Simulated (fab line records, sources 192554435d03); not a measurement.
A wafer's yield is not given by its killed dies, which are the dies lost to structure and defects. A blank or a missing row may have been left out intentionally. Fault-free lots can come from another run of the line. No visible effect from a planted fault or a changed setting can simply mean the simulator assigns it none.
fab line records | flow n5-finfet
[record] lots = 6 wafers = 16 last-day = 17
route steps=1938 shown BEOL_M10@1475
lots untouched by any fault: they come from a run of this same line in which no faults occurred
start-h: the number of hours between the record's first day and the start of the first shown wafer of the lot | wait-h: how many hours have passed since the lot's step before this one | " unchanged from the row above | L1.1+2: a row that stands for several wafers | - value missing, or start not given | * or withheld: withheld | < > ~ a bound
route shown NAME@n: NAME is a module with steps in the file, n the number in the route of the first one | usual: average and standard deviation across the fault-free wafers | same: alike in all rows | chamber/n: place in a boat | sites: the reading at each site | _std_site: the values' standard deviation | _edge_site: inner sites' mean taken away from outer sites' mean | radius-mm: how far each site lies from the wafer's centre | mask NAME#n: copy n | behind: the tool/chamber that last shaped the wafer | hold: what put the lot on hold/how long, in hours/how the hold closed | device: the transistor (n, p or np) that didn't switch | end of line: the route-end tests of the same wafers | where a step has no rows: the recipe by itself | killed: dies that structure and defects cost at the first sort, which is not the same as the wafer's yield | map: shows each die of a wafer: x if killed, . if not, _ if none is there
set.NAME: the setting that was run; set.NAME@STEP: the one run at that earlier step | model.NAME: the simulator's own value behind a step, which no gauge read
lots seen at some steps along the route; tables by step, rows by wafer
services: from which hour (start-h, from the record's first day; less than 0 if before it) a tool's chamber was out of use, for how many hours, and why
[[steps]]
[step N5_BEOL_M10_COAT_59]
[recipe] resist = SOC temp-c = 250 time-s = 60 spin-rpm = 1500 resist-thk-nm = 100
[step N5_BEOL_M10_COAT_60]
[recipe] resist = SiARC temp-c = 220 time-s = 60 spin-rpm = 1500 resist-thk-nm = 30
[step N5_BEOL_M10_COAT_05]
[recipe] resist = CAR-ArF spin-rpm = 1500 resist-thk-nm = 90
[step N5_BEOL_M10_EBR_07]
[recipe] solvent = PGMEA ebr-width-mm = 1.5
[step N5_BEOL_M10_SOFTBAKE_06]
[recipe] temp-c = 110 time-s = 60 resist = CAR-ArF
[step N5_BEOL_M10_EXPOSE_08]
[recipe] mask-id = M10 na = 1.35 source-shape = dipole sigma-inner = 0.411 sigma-outer = 0.611 polarization = te dose-mj = 53.75
[step N5_BEOL_M10_PEB_09]
[recipe] peb-temp-c = withheld peb-time-s = 60 resist = CAR-ArF
[step N5_BEOL_M10_DEVELOP_10]
[recipe] develop-time-s = 30 developer = TMAH resist = CAR-ArF rinse-liquid = diw dry = air-spin dev-temp-c = 23
[step N5_BEOL_M10_CD_MEAS_11]
[recipe] target-cd-nm = 64.1 landing-energy-ev = 500 detector = se-inlens polarity = opening
[usual] cd-nm = 63.9/0.83
// columns lot.wafer tool chamber start-h wait-h cd-nm
L610.1 cd-sem-01 0 210.71 - 63.5
L610.5 " 0 " " 63.8
L610.6 " 0 " " 63.4
L615.1 cd-sem-03 0 249.37 - 65.9
L615.3 " 0 " " 65.1
L615.5 " 0 " " 65.1
L616.1 cd-sem-02 0 263.35 - 64.0
L616.2 " 0 " " 64.3
L616.3 " 0 " " 63.0
L621.2 cd-sem-01 0 278.77 - 63.1
L621.3 " 0 " " 62.8
L621.6 " 0 " " 63.1
L629.1 cd-sem-02 0 338.56 - 64.4
L629.3 " 0 " " 65.3
L633.3 cd-sem-02 0 350.78 - 64.2
L633.4 " 0 " " 61.8
[step N5_BEOL_M10_OVL_MEAS_12]
[recipe] points-per-wafer = 44
[usual] M10_OVL = -0.3/0.84
// columns lot.wafer tool chamber start-h wait-h M10_OVL[nm]
L610.1 overlay-01 0 210.74 0.0 -0.5
L610.5 " 0 " " -1.1
L610.6 " 0 " " 0.0
L615.1 overlay-02 0 249.40 0.0 -0.8
L615.3 " 0 " " -2.3
L615.5 " 0 " " -1.3
L616.1 overlay-01 0 263.38 0.0 0.6
L616.2 " 0 " " 1.2
L616.3 " 0 " " -0.5
L621.2 overlay-02 0 278.80 0.0 -0.7
L621.3 " 0 " " 0.7
L621.6 " 0 " " -0.3
L629.1 overlay-01 0 338.59 0.0 -0.5
L629.3 " 0 " " -1.4
L633.3 overlay-02 0 350.80 0.0 -1.3
L633.4 " 0 " " -0.5
[step N5_BEOL_M10_INSPECT_13]
[recipe] mode = adi inspect-instrument = brightfield
[usual] raw-defect-count = 412/91
// columns lot.wafer tool chamber start-h wait-h raw-defect-count
L610.1 defect-inspect-02 - 210.77 0.0 571
L610.5 " - " " 578
L610.6 " - " " 444
L615.1 defect-inspect-01 - 249.42 0.0 356
L615.3 " - " " 444
L615.5 " - " " 389
L616.1 defect-inspect-02 - 263.40 0.0 336
L616.2 " - " " 493
L616.3 " - " " 214
L621.2 defect-inspect-01 - 278.83 0.0 425
L621.3 " - " " 326
L621.6 " - " " 335
L629.1 defect-inspect-01 - 338.61 0.0 382
L629.3 " - " " 419
L633.3 defect-inspect-02 - 350.83 0.0 460
L633.4 " - " " 371
[step N5_BEOL_M10_DESCUM_16]
[recipe] chemistry = O2 time-s = 7.9 source-power-w = 50 bias-power-w = 20 pressure-mtorr = 20 rf-frequency-hz = 2.712e+07 temp-c = 40 resist = CAR-ArF o2-flow-sccm = 225
[usual] chamber-pressure-mTorr = 20.001/0.019 drypump-motor-current-A = 5.6/0.32 o2-flow-sccm = 225.0/0.65 oes-product-au = 0.80/0.081 rf-vpp-V = 243.7/1.2 showerhead-plenum-p-Torr = 2.12/0.053 throttle-valve-pct = 20.44/0.28
// columns lot.wafer tool chamber start-h wait-h chamber-pressure-mTorr drypump-motor-current-A o2-flow-sccm oes-product-au rf-hours-counter-h rf-vpp-V showerhead-plenum-p-Torr throttle-valve-pct
L610.1 rie-diel-01 1 210.80 0.0 20.011 5.6 225.2 0.74 207 244.6 2.17 20.91
L610.5 " 3 " " 20.001 5.5 224.6 0.83 - 244.2 2.13 20.65
L610.6 " 1 " " 19.989 5.6 225.8 0.73 - 244.8 2.17 20.90
L615.1 rie-diel-04 2 249.45 0.0 19.986 5.5 224.3 0.68 219 245.7 2.11 19.98
L615.3 " 3 " " 19.971 6.1 224.3 0.77 104 242.8 2.02 20.29
L615.5 " 1 " " 19.976 5.4 224.5 0.67 - 241.7 2.07 20.39
L616.1 rie-diel-01 2 263.43 0.0 20.012 5.8 225.8 0.91 17 245.9 2.21 20.51
L616.2 " 3 " " 20.000 5.5 225.4 0.80 97 243.3 2.12 20.66
L616.3 " 0 " " 19.985 5.1 225.8 0.83 65 243.8 2.14 20.42
L621.2 rie-diel-01 2 279.31 0.5 20.011 5.8 224.4 0.90 24 244.9 2.21 20.54
L621.3 " 3 " " 20.029 5.5 224.6 0.79 103 243.5 2.12 20.66
L621.6 " 1 " " 20.013 5.6 224.1 0.71 - 245.3 2.16 20.95
L629.1 rie-diel-01 1 338.70 0.1 20.009 5.5 224.7 1.01 0 243.6 2.15 20.60
L629.3 " 2 " " 20.005 5.8 225.3 0.85 47 245.9 2.20 20.58
L633.3 rie-diel-01 1 350.86 0.0 19.982 5.6 224.6 0.97 5 244.3 2.15 20.59
L633.4 " 3 " " 19.974 5.5 225.3 0.77 132 243.3 2.11 20.73
[step N5_BEOL_M10_ETCH_61]
[recipe] chemistry = CF4 target = SiARC target-depth-a = 390 mask-material = CAR-ArF time-s = 65 ion-energy-ev = 80 pressure-mtorr = 40 source-w = 545 bias-w = 36 Ar_flow_sccm = 100 cf4-flow-sccm = 100 ends = cleared
[usual] chamber-pressure-mTorr = 40.00/0.037 drypump-motor-current-A = 5.6/0.32 etch-rf-on-time-s = 64.9/2.5 oes-product-au = 0.69/0.069 rf-vpp-V = 184.5/1 showerhead-plenum-p-Torr = 2.17/0.06 throttle-valve-pct = 15.62/0.21
// columns lot.wafer tool chamber start-h wait-h chamber-pressure-mTorr drypump-motor-current-A etch-rf-on-time-s oes-product-au rf-hours-counter-h rf-vpp-V showerhead-plenum-p-Torr throttle-valve-pct
L610.1 rie-diel-01 1 210.84 0.0 40.08 5.6 65.1 0.62 207 185.3 2.20 15.96
L610.5 " 3 " " 39.99 5.5 66.8 0.69 - 183.2 2.15 15.66
L610.6 " 1 " " 40.01 5.6 65.5 0.61 - 185.5 2.20 15.97
L615.1 rie-diel-04 2 249.49 0.0 39.98 5.4 61.8 0.61 219 184.0 2.20 15.50
L615.3 " 3 " " 40.01 6.2 65.4 0.66 104 183.3 2.06 15.42
L615.5 " 1 " " 39.98 5.4 68.1 0.57 - 182.2 2.12 15.65
L616.1 rie-diel-01 2 263.47 0.0 40.00 5.8 67.6 0.77 17 186.7 2.29 15.74
L616.2 " 3 " " 39.99 5.5 66.9 0.68 97 183.2 2.14 15.70
L616.3 " 0 " " 40.03 5.1 61.6 0.72 65 184.6 2.17 15.54
L621.2 rie-diel-01 2 279.34 0.0 40.08 5.8 68.4 0.76 24 185.2 2.29 15.75
L621.3 " 3 " " 40.04 5.6 67.0 0.67 103 184.4 2.14 15.71
L621.6 " 1 " " 40.02 5.5 65.8 0.60 - 184.9 2.19 16.04
L629.1 rie-diel-01 1 338.74 0.0 39.95 5.6 64.8 0.85 0 184.3 2.19 15.56
L629.3 " 2 " " 39.94 5.9 40.9 0.98 47 186.2 2.28 15.82
L633.3 rie-diel-01 1 350.90 0.0 40.04 5.6 39.8 1.12 5 184.9 2.19 15.58
L633.4 " 3 " " 40.02 5.5 66.3 0.65 132 184.5 2.13 15.76
[step N5_BEOL_M10_ETCH_62]
[recipe] chemistry = N2/H2 target = SOC target-depth-a = 1100 overetch-a = 220 mask-material = SiARC temp-c = 40 time-s = 165 ion-energy-ev = 200 pressure-mtorr = 30 source-w = 840 bias-w = 150 n2-flow-sccm = 200 h2-flow-sccm = 200
[usual] chamber-pressure-mTorr = 30.001/0.027 drypump-motor-current-A = 5.6/0.32 n2-flow-sccm = 200.0/0.58 oes-product-au = 0.68/0.067 rf-vpp-V = 524.9/2 showerhead-plenum-p-Torr = 2.58/0.075 throttle-valve-pct = 17.88/0.25
// columns lot.wafer tool chamber start-h wait-h chamber-pressure-mTorr drypump-motor-current-A n2-flow-sccm oes-product-au rf-hours-counter-h rf-vpp-V showerhead-plenum-p-Torr throttle-valve-pct
L610.1 rie-diel-01 1 210.89 0.0 30.012 5.6 199.3 0.61 207 526.8 2.64 18.37
L610.5 " 3 " " 30.008 5.5 200.0 0.69 - 525.8 2.57 17.93
L610.6 " 1 " " 29.999 5.6 200.5 0.62 - 526.6 2.64 18.37
L615.1 rie-diel-04 2 249.54 0.0 30.026 5.5 200.1 0.59 219 526.7 2.63 17.67
L615.3 " 3 " " 29.996 6.1 201.0 0.65 104 521.4 2.44 17.57
L615.5 " 1 " " 30.015 5.4 201.0 0.58 - 523.2 2.50 17.63
L616.1 rie-diel-01 2 263.52 0.0 29.976 5.9 199.9 0.78 17 528.2 2.71 17.98
L616.2 " 3 " " 29.992 5.5 199.6 0.69 97 524.0 2.56 17.98
L616.3 " 0 " " 30.004 5.1 200.4 0.69 65 524.4 2.62 17.94
L621.2 rie-diel-01 2 279.39 0.0 30.037 5.8 199.5 0.77 24 528.6 2.71 17.97
L621.3 " 3 " " 30.010 5.5 200.9 0.68 103 525.0 2.56 17.98
L621.6 " 1 " " 29.962 5.6 200.7 0.60 - 526.4 2.63 18.42
L629.1 rie-diel-01 1 338.79 0.0 29.957 5.6 199.7 0.84 0 525.2 2.62 18.02
L629.3 " 2 " " 29.949 5.8 199.5 0.74 47 527.1 2.70 18.03
L633.3 rie-diel-01 1 350.95 0.0 29.980 5.5 199.9 0.82 5 525.3 2.62 18.01
L633.4 " 3 " " 29.971 5.5 200.2 0.65 132 524.5 2.55 18.04
[[services]]
// columns tool chamber start-h hours kind
rie-diel-01 2 201.16 - clean
rie-diel-01 2 201.16 - consumable-replace:focus-ring
rie-diel-01 2 201.16 - consumable-replace:showerhead
rie-diel-01 2 201.16 13.0 scheduled-down
rie-diel-01 2 201.16 13.0 vent-cycle
rie-diel-04 1 204.77 9.1 repair
rie-diel-04 0 276.72 15.8 repair
rie-diel-04 3 290.02 5.1 repair
rie-diel-04 2 293.54 9.1 repair
rie-diel-04 1 302.68 - clean
rie-diel-04 1 302.68 - consumable-replace:focus-ring
rie-diel-04 1 302.68 12.8 scheduled-down
rie-diel-04 1 302.68 12.8 vent-cycle
rie-diel-01 1 325.37 - clean
rie-diel-01 1 325.37 - consumable-replace:focus-ring
rie-diel-01 1 325.37 12.6 scheduled-down
rie-diel-01 1 325.37 12.6 vent-cycle
rie-diel-04 3 327.77 1.6 repair
rie-diel-04 2 340.26 - clean
rie-diel-04 2 340.26 - consumable-replace:focus-ring
rie-diel-04 2 340.26 17.9 scheduled-down
rie-diel-04 2 340.26 17.9 vent-cycle
[[key]]
[first-sign] step = N5_BEOL_M10_ETCH_61 reading = etch-rf-on-time-s direction = down sigmas = 9.6 usual = * struck = *
[effect] step = N5_BEOL_M10_ETCH_61 reading = oes-product-au direction = up sigmas = 5.3 usual = 0.69 struck = 1.05
met-at N5_BEOL_M10_ETCH_61
struck-wafers L629.3,L633.3
onset-between 279.34 338.74
[fault] kind = process-parameter-drift tool = rie-diel-01 chamber = - onset-h = 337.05 steps = N5_BEOL_M10_ETCH_61 channel = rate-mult offset = 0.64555 shape = step end-h = 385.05 scope = struck-wafers-only
